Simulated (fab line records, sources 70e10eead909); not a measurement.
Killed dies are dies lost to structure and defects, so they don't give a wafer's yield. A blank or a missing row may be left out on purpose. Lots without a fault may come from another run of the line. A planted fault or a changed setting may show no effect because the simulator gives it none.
Which tool did it? | flow nand_harc | 12 lots, 36 wafers sampled, at 5 steps of a route of 1302

WHAT THE GAUGES READ, wafer by wafer
NHARC_A_CHANNEL_HOLE_D1_INSPECT_40. Usual: raw_defect_count 68, standard deviation 27.
lot  | measured     | on                | raw_defect_count | flag
L818 | day 8 12:18  | defect_inspect-01 | 36 40 41         |
L819 | day 9 09:25  | defect_inspect-01 | 53 40 57         |
L822 | day 10 09:08 | defect_inspect-02 | 45 39 28         |
L824 | day 10 23:17 | defect_inspect-02 | 28 43 20         |
L823 | day 11 03:26 | defect_inspect-02 | 54 46 25         |
L825 | day 12 07:19 | defect_inspect-01 | 44 37 45         |
L831 | day 14 19:29 | defect_inspect-01 | 70 38 52         |
L836 | day 16 09:17 | defect_inspect-01 | 88 60 56         |
L837 | day 17 02:03 | defect_inspect-02 | 90 53 63         |
L839 | day 17 18:39 | defect_inspect-02 | 28 52 32         |
L840 | day 17 22:49 | defect_inspect-01 | 28 44 44         |
L841 | day 18 07:51 | defect_inspect-02 | 73 83 92         |

NHARC_A_CHANNEL_FILL_D1_INSPECT_13. Usual: raw_defect_count 274, standard deviation 89.
lot  | measured     | on                | raw_defect_count | flag
L818 | day 10 15:49 | defect_inspect-01 | 279 167 274      |
L819 | day 11 11:38 | defect_inspect-02 | 206 224 261      |
L822 | day 12 10:19 | defect_inspect-02 | 164 364 195      |
L824 | day 12 23:15 | defect_inspect-02 | 147 279 110      |
L823 | day 13 04:05 | defect_inspect-01 | 197 238 324      |
L825 | day 14 10:44 | defect_inspect-01 | 294 226 252      |
L831 | day 16 19:23 | defect_inspect-02 | 466 167 153      |
L836 | day 18 14:00 | defect_inspect-02 | 208 244 180      |
L837 | day 19 06:52 | defect_inspect-01 | 350 306 171      |
L839 | day 19 19:39 | defect_inspect-02 | 331 285 267      |
L840 | day 20 00:44 | defect_inspect-02 | 278 189 340      |
L841 | day 20 07:48 | defect_inspect-02 | 152 190 254      |

NHARC_END_SORT_01. Usual: killed_at_array 56, standard deviation 20; killed_at_other 0.9, standard deviation 1.1; killed_at_periphery 3.7, standard deviation 3; killed_dies 61, standard deviation 21; killed_open 2.9, standard deviation 1.6; killed_short 2.6, standard deviation 1.4.
lot  | measured     | on        | killed_at_array | killed_at_other | killed_at_periphery | killed_dies | killed_open | killed_short | flag
L825 | day 27 16:04 | prober-02 | 64 77 83        | 0 0 0           | 4 1 1               | 68 78 84    | 6 3 2       | 2 3 2        |

WHICH TOOL RAN EACH LOT (tool, then ch and the chambers of the sampled wafers, then the start)
lot  | NHARC_A_CHANNEL_FILL_D1_STRIP_29              | NHARC_A_DECK1_JOINT_ETCHBACK_00
L818 | rie_diel-05 ch 0,2,3, day 10 15:49 or earlier | rie_si-05 ch 1,3, day 11 02:35
L819 | rie_diel-05 ch 0,2,3, day 11 11:38 or earlier | rie_si-03 ch 0,1,2, day 11 22:24
L822 | rie_diel-09 ch 0,1,2, day 12 10:19 or earlier | rie_si-05 ch 1,2,3, day 12 21:05
L824 | rie_diel-09 ch 1,3, day 12 23:15 or earlier   | rie_si-03 ch 0,2,3, day 13 10:02
L823 | rie_diel-09 ch 0,2, day 13 04:05 or earlier   | rie_si-04 ch 0,1,2, day 13 14:41
L825 | rie_diel-05 ch 0,2,3, day 14 10:44 or earlier | rie_si-04 ch 0,2,3, day 14 21:29
L831 | rie_diel-05 ch 1,2,3, day 16 19:23 or earlier | rie_si-04 ch 0,1,2, day 17 06:08
L836 | rie_diel-09 ch 0,2, day 18 07:57              | rie_si-03 ch 0,1,3, day 19 03:32
L837 | rie_diel-07 ch 0,1, day 19 00:17              | rie_si-03 ch 0,1,3, day 19 17:31
L839 | rie_diel-07 ch 0,1,3, day 19 19:39 or earlier | rie_si-05 ch 0,1,2, day 20 06:23
L840 | rie_diel-05 ch 0,3, day 20 00:44 or earlier   | rie_si-04 ch 2,3, day 20 11:33
L841 | rie_diel-05 ch 0,2, day 20 07:48 or earlier   | rie_si-05 ch 2,3, day 20 19:46
- NHARC_A_CHANNEL_FILL_D1_STRIP_29: strips in O2, time 20 s.
- NHARC_A_DECK1_JOINT_ETCHBACK_00: etches the open film in HBr, target depth 30 nm, time 17.4 s.

WHAT THE TOOLS THEMSELVES READ (means of the sampled wafers that have a number; where no wafer has one, the mark that the record gives instead)
NHARC_A_CHANNEL_FILL_D1_STRIP_29. Usual: chamber_pressure_mTorr 59.98 mTorr, standard deviation 0.12; drypump_motor_current_A 5.7 A, standard deviation 0.42; o2_flow_sccm 500.0 sccm, standard deviation 1.4; oes_product_au 1.000 a.u., standard deviation 0.013; rf_vpp_V 57.7 V, standard deviation 0.9; showerhead_plenum_p_Torr 3.48 Torr, standard deviation 0.12; throttle_valve_pct 17.037 %, standard deviation 0.0093.
lot  | tool        | chamber_pressure_mTorr (mTorr) | drypump_motor_current_A (A) | o2_flow_sccm (sccm) | oes_product_au (a.u.) | rf_vpp_V (V) | showerhead_plenum_p_Torr (Torr) | throttle_valve_pct (%) | flag
L818 | rie_diel-05 | 59.97                          | 5.5                         | 500.4               | 0.987                 | 58.2         | 3.46                            | 17.036                 |
L819 | rie_diel-05 | 59.99                          | 5.5                         | 500.2               | 0.986                 | 57.4         | 3.46                            | 17.035                 |
L822 | rie_diel-09 | 59.98                          | 6.0                         | 499.8               | 1.003                 | 58.1         | 3.58                            | 17.030                 |
L824 | rie_diel-09 | 60.03                          | 5.9                         | 500.0               | 1.005                 | 57.7         | 3.66                            | 17.038                 |
L823 | rie_diel-09 | 59.97                          | 6.1                         | 500.1               | 0.989                 | 58.7         | 3.57                            | 17.038                 |
L825 | rie_diel-05 | 60.01                          | 5.5                         | 500.3               | 1.001                 | 58.1         | 3.45                            | 17.042                 |
L831 | rie_diel-05 | 59.98                          | 5.8                         | 500.4               | 1.011                 | 58.5         | 3.51                            | 17.037                 |
L836 | rie_diel-09 | 60.03                          | 6.1                         | 501.1               | 0.998                 | 56.8         | 3.57                            | 17.043                 |
L837 | rie_diel-07 | 60.00                          | 5.3                         | 499.8               | 1.004                 | 57.0         | 3.36                            | 17.035                 |
L839 | rie_diel-07 | 59.95                          | 5.3                         | 499.9               | 1.002                 | 56.6         | 3.37                            | 17.034                 |
L840 | rie_diel-05 | 59.97                          | 5.4                         | 500.6               | 0.994                 | 57.2         | 3.41                            | 17.044                 |
L841 | rie_diel-05 | 59.95                          | 5.6                         | 500.8               | 0.997                 | 57.9         | 3.41                            | 17.021                 |

NHARC_A_DECK1_JOINT_ETCHBACK_00. Usual: chamber_pressure_mTorr 15.000 mTorr, standard deviation 0.012; drypump_motor_current_A 5.8 A, standard deviation 0.3; oes_product_au 0.993 a.u., standard deviation 0.012; run_length_s 38.7 s, standard deviation 0.46; throttle_valve_pct 23.268 %, standard deviation 0.01.
lot  | tool      | chamber_pressure_mTorr (mTorr) | drypump_motor_current_A (A) | oes_product_au (a.u.) | run_length_s (s) | throttle_valve_pct (%) | flag
L818 | rie_si-05 | 15.003                         | 5.7                         | 0.997                 | 38.4             | 23.264                 |
L819 | rie_si-03 | 15.012                         | 5.6                         | 0.994                 | 38.5             | 23.270                 |
L822 | rie_si-05 | 14.998                         | 5.9                         | 0.998                 | 38.5             | 23.271                 |
L824 | rie_si-03 | 14.986                         | 5.6                         | 0.998                 | 38.7             | 23.271                 |
L823 | rie_si-04 | 15.004                         | 5.9                         | 0.992                 | 39.1             | 23.261                 |
L825 | rie_si-04 | 14.997                         | 5.9                         | 1.003                 | 38.8             | 23.266                 |
L831 | rie_si-04 | 15.005                         | 5.9                         | 1.003                 | 40.7             | 23.277                 | OFF
L836 | rie_si-03 | 14.993                         | 5.7                         | 0.996                 | 38.9             | 23.262                 |
L837 | rie_si-03 | 14.991                         | 5.7                         | 0.999                 | 38.7             | 23.255                 |
L839 | rie_si-05 | 15.007                         | 6.0                         | 0.996                 | 38.5             | 23.265                 |
L840 | rie_si-04 | 15.008                         | 6.1                         | 0.979                 | 38.9             | 23.272                 |
L841 | rie_si-05 | 15.003                         | 6.0                         | 0.978                 | 38.8             | 23.274                 |

THE ANSWER, worked out from the rows above alone
Rule: a lot is off if the mean of its wafers that have a number lies more than 3 standard deviations from the usual mean. A lot without any number at a reading at which 4 lots or more have one is off too. The other lots that the step has rows for count as sound. The gauges are gone through in route order, then the tools' own readings, and for those a lot's mean is taken as printed above. The first step at which some lot is off is used, and at that step the reading that is off furthest; a lot without a number counts as furthest.
Off: L831, at NHARC_A_DECK1_JOINT_ETCHBACK_00 (run_length_s).
A tool fits if, at that step or a process step before it, it ran every lot that is off, and no sound lot after the first of them. NHARC_A_CHANNEL_FILL_D1_STRIP_29 gives no start for some lots, so the hours and the order of its lots are those of NHARC_A_CHANNEL_FILL_D1_INSPECT_13. None of those tried fits.

WHAT THE SIMULATOR HAD PUT IN
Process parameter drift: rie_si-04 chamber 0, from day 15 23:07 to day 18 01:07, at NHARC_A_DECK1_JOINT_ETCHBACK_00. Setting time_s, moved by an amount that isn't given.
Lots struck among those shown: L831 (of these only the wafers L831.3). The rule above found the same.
